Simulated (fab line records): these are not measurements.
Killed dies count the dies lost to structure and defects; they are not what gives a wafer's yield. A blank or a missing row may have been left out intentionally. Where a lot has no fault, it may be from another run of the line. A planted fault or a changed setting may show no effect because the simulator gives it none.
A struck lot beside a sound one / flow nandHarc / 40 out of 1302 route steps
Sound: wafers L168.1, L168.5, L168.6. Wafers struck: L176.2, L176.3, L176.6. The cause is named last.
Order at every step that has rows: each side's tool, ch and its chambers, its first start. Under that, the readings that differ: sound wafers / struck wafers / difference of the means / sigmas: that difference in standard deviations of wafers without a fault.
alike: readings whose means differ by less than 2 such deviations, and words and numbers that are the same on both sides. not compared: withheld readings, readings that some wafer has no value for, bounds like >300 that may hide the same value, and numbers for which the record gives no deviation and whose values overlap.
Wherever a step has rows on one side only, a row that says differs or no value, or a row with sigmas, the two part there. Numbers that have no deviation but don't overlap get no sigmas and don't part them. A reading missing from all wafers of one side parts the sides only when that side holds two or more wafers.

NHARC_P_M2_OVL_MEAS_10: pitch 340 nm.
  sound: overlay-02 at day 6 12:44; struck: overlay-02 at day 9 22:11
  alike: overlayXNm, overlayYNm
NHARC_P_M2_INSPECT_11:
  sound: defectInspect-02 at day 6 12:47; struck: defectInspect-02 at day 9 22:14
  alike: rawDefectCount
then, 1 step without rows for these wafers: NHARC_P_M2_DESCUM_14 (chemistry O2, time 3 s).
NHARC_P_M2_ETCH_35: etches the open film in N2/H2, target depth 40 nm, overetch 12 nm, time 43.94 s.
  sound on rieDiel-11 ch 0,2,3, day 6 12:56; struck on rieDiel-08 ch 1,2, day 9 22:23
  alike: drypumpMotorCurrentA, oesProductAu, rfFwdPowerW, rfVppV, showerheadPlenumPTorr, throttleValvePct
  not compared: rfHoursCounterH
then, 1 step without rows for these wafers: NHARC_P_M2_ETCH_15 (etches the open film in C4F8/Ar, target depth 182.5 nm, time 91.2 s).
NHARC_P_M2_CD_MEAS_16:
  sound: cdSem-02 at day 6 13:08; struck: cdSem-03 at day 9 22:36
  alike: cdNm
then, 1 step without rows for these wafers: NHARC_P_M2_STRIP_18 (strips in N2/H2).
NHARC_P_M2_ETCH_28: etches the open film in CF4/N2, target depth 30 nm, time 72.99 s.
  sound on rieDiel-10 ch 0,3; struck on rieDiel-08 ch 0,1
  alike: drypumpMotorCurrentA, oesProductAu, rfFwdPowerW, rfVppV, showerheadPlenumPTorr, throttleValvePct
  not compared: rfHoursCounterH
then, 1 step without rows for these wafers: NHARC_P_M2_STRIP_19 (strips in post etch residue remover, time 600 s).
NHARC_P_M2_DEGAS_29: time 60 s.
  sound: pvdSputter-03 at day 6 13:52; struck: pvdSputter-03 at day 9 23:19
  alike: heaterPowerW
then, 2 steps without rows for these wafers: NHARC_P_M2_PRE_CLEAN_30 (time 30 s); NHARC_P_M2_PVD_20 (deposits TaN, target thk 5 nm, time 8.06 s).
NHARC_P_M2_PVD_21: deposits Cu, target thk 30 nm, time 20.49 s.
  sound: pvdSputter-03 at day 6 14:05; struck: pvdSputter-03 at day 9 23:32
  alike: throttleValvePct
then, 2 steps without rows for these wafers: NHARC_P_M2_ECD_22 (material Cu, target thk 400 nm); NHARC_P_M2_ANNEAL_31 (time 90 s).
NHARC_P_M2_CMP_23: polishes, t overpolish 20 s, target thk 144.3 nm.
  sound on cmp-03 ch 1,2, day 6 14:57; struck on cmp-03 ch 0,3, day 10 00:24
reading=motorCurrentA (A); sound=10.3 11.6 10.5; struck=12.9 13.4 13.4; difference=+2.4; sigmas=+2
  alike: retainingRingPressureFrac, timeToEndpointS
then, 3 steps without rows for these wafers: NHARC_P_M2_SRD_25; NHARC_P_M2_PRE_CLEAN_32 (time 12 s); NHARC_P_M2_DEP_33 (deposits SiCN, target thk 30 nm).
NHARC_P_BONDPAD_DEP_00: deposits SiCN, target thk 250 nm.
  sound on pecvd-04 ch 1,2, day 6 16:02; struck on pecvd-01 ch 0,2, day 10 01:28
  alike: heaterPowerW, rfFwdPowerW
then, 1 step without rows for these wafers: NHARC_P_BONDPAD_CMP_32 (polishes SiCN, target thk 200 nm).
NHARC_P_BONDPAD_THK_MEAS_33: measures by ellipsometry.
  sound: filmMetro-02 at day 6 16:38; struck: filmMetro-01 at day 10 02:08
  alike: thkNm
then, 10 steps without rows for these wafers: NHARC_P_BONDPAD_SRD_34; NHARC_P_BONDPAD_DEHYDRATE_01 (time 120 s); NHARC_P_BONDPAD_HMDS_02 (time 30 s); NHARC_P_BONDPAD_COAT_36 (time 65 s); NHARC_P_BONDPAD_COAT_03 (resist thk 600 nm); NHARC_P_BONDPAD_SOFTBAKE_04 (time 70 s); NHARC_P_BONDPAD_EBR_05; NHARC_P_BONDPAD_EXPOSE_06 (exposes mask P BPAD); NHARC_P_BONDPAD_PEB_07 (peb time 80 s); NHARC_P_BONDPAD_DEVELOP_08 (time 50 s).
NHARC_P_BONDPAD_CD_MEAS_09: target cd 500 nm.
  sound on cdSem-03 ch 0, day 6 17:05; struck on cdSem-02 ch 0, day 10 02:34
  alike: cdNm
NHARC_P_BONDPAD_OVL_MEAS_38:
  sound: overlay-01 at day 6 17:11; struck: overlay-02 at day 10 02:39
  alike: overlayXNm, overlayYNm
then, 4 steps without rows for these wafers: NHARC_P_BONDPAD_HARDBAKE_10 (time 65 s); NHARC_P_BONDPAD_DESCUM_11 (chemistry O2, time 3 s); NHARC_P_BONDPAD_ETCH_37 (etches the open film in N2/H2, target depth 60 nm, overetch 18 nm, time 65.91 s); NHARC_P_BONDPAD_ETCH_12 (etches the open film in CHF3/O2, target depth 200 nm, time 100 s).
NHARC_P_BONDPAD_CD_MEAS_13:
  sound: cdSem-01 at day 6 17:37; struck: cdSem-01 at day 10 03:08
  alike: cdNm
-- record jumps: 18 days between struck wafers' starts before vs after; left off in module P_BONDPAD, resumes in module END, first step shown is number 1302 of the route --
NHARC_END_SORT_01:
  sound on prober-02 ch 0, day 25 17:38; struck on prober-01 ch 0, day 28 06:00
reading=defectLimitedYield (%); sound=95 95 96; struck=82 83 80; difference=-14; sigmas=-4
reading=killedAtPeriphery; sound=7 2 4; struck=76 68 81; difference=+71; sigmas=+27
reading=killedDies; sound=31 36 29; struck=122 113 137; difference=+92; sigmas=+4
  alike: killedAtArray, killedAtOther, killedOpen, killedShort

WHERE THEY PART
At NHARC_P_M2_CMP_23 first; at NHARC_END_SORT_01 last (within this record only).

WHY: the cause the simulator had injected
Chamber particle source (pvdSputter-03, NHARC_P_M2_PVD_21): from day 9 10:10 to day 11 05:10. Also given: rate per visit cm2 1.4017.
